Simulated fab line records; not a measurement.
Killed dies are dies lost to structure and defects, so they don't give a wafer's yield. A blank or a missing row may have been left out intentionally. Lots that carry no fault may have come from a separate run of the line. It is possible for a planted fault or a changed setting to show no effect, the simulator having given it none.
Split-lot experiment + flow n5Finfet + on a route of 1938 steps: 7 lots, 21 wafers read

THE SPLIT
At N5_MOL_CONTACT_COAG_CONTACT_ETCH_14 (etches SiO2 in C4F6/O2, target depth 27.5 nm, overetch 8.5 nm, time 20 s), the setting sourceW was moved away from the recipe's 370 W on 6 of the 21 wafers read, by -4.6% to +17.9%. All remaining wafers had this setting at the recipe value.

The split's own step is where the reading is taken.

THE READING
rfVppV, in V, at N5_MOL_CONTACT_COAG_CONTACT_ETCH_14 (etches SiO2 in C4F6/O2, target depth 27.5 nm, overetch 8.5 nm, time 20 s). On this fab line, fault-free wafers typically give 693.1 V with a standard deviation of 2.4 V.

| wafer  | tool, chamber at the split | sourceW as run, W | against the recipe | rfVppV, V | against lot-mates on the recipe |
|--------|----------------------------|-------------------|--------------------|-----------|---------------------------------|
| L074.2 | rieDiel-02, 2              | 390               | +5.4%              | 683.3     | -12.0                           |
| L074.3 | rieDiel-02, 3              | 370               | recipe             | 693.8     | -                               |
| L074.4 | rieDiel-02, 2              | 370               | recipe             | 696.8     | -                               |
| L076.1 | rieDiel-04, 3              | 436.2             | +17.9%             | 657.0     | -35.0                           |
| L076.2 | rieDiel-04, 2              | 436.2             | +17.9%             | 664.7     | -27.3                           |
| L076.5 | rieDiel-04, 0              | 370               | recipe             | 692.0     | -                               |
| L084.3 | rieDiel-01, 3              | 370               | recipe             | 694.9     | -                               |
| L084.5 | rieDiel-01, 3              | 370               | recipe             | 696.1     | -                               |
| L084.6 | rieDiel-01, 0              | 370               | recipe             | 689.1     | -                               |
| L085.1 | rieDiel-04, 0              | 370               | recipe             | 693.5     | -                               |
| L085.5 | rieDiel-04, 0              | 370               | recipe             | 691.0     | -                               |
| L085.6 | rieDiel-04, 3              | 370               | recipe             | 694.7     | -                               |
| L092.1 | rieDiel-02, 1              | 370               | recipe             | 692.7     | -                               |
| L092.2 | rieDiel-02, 2              | 370               | recipe             | 696.4     | -                               |
| L092.3 | rieDiel-02, 0              | 370               | recipe             | 693.4     | -                               |
| L093.2 | rieDiel-02, 2              | 370               | recipe             | 697.0     | -                               |
| L093.3 | rieDiel-02, 1              | 402.1             | +8.7%              | 671.2     | -25.8                           |
| L093.4 | rieDiel-02, 0              | 402.1             | +8.7%              | 678.4     | -18.6                           |
| L091.1 | rieDiel-02, 3              | 370               | recipe             | 693.4     | -                               |
| L091.5 | rieDiel-02, 0              | 370               | recipe             | 694.2     | -                               |
| L091.6 | rieDiel-02, 3              | 352.8             | -4.6%              | 703.7     | +9.9                            |

THE FIT
A straight line over all 21 wafers: rfVppV changes by -1.92 V for each +1% of sourceW; r = -0.97; the points scatter about the line by 2.7 V.
The same after taking each lot's own level away (the mean of its wafers on the recipe; 21 wafers): -1.89 V for each +1%; r = -0.96; scatter 3.1 V.
On that fit, the largest move of sourceW shifts the reading by 34 V.
The lots' own levels span 692.00 to 697.00 V, that is 2.1 times the standard deviation above.
So the lot-to-lot level changes the slope little: the two slopes agree.
Check: for one of the wafers moved furthest among these (+17.9%), held out of the fit, the line's prediction against its lot-mates is -33.7 V. Against them it came out at -35 V.
Tool readings at the split's step, against how far the setting was moved: rfVppV r = -0.97.

THE OTHER SPLITS THESE WAFERS WENT THROUGH
These wafers also went through other splits before the reading. Each is held against what the fit with the lots' levels taken away leaves over:
| other split on the same wafers | wafers away from the commonest value | r with rfVppV (lot level and that fit taken away) |
|--------------------------------|--------------------------------------|---------------------------------------------------|
| N5_GATE_CUT_COAT_35 spinRpm    | 7                                    | +0.55                                             |
| N5_GATE_CUT_COAT_27 spinRpm    | 6                                    | -0.03                                             |

FILE'S OWN FIT
rfVppV changes by -1.93 V for each +1% of sourceW, r = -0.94.
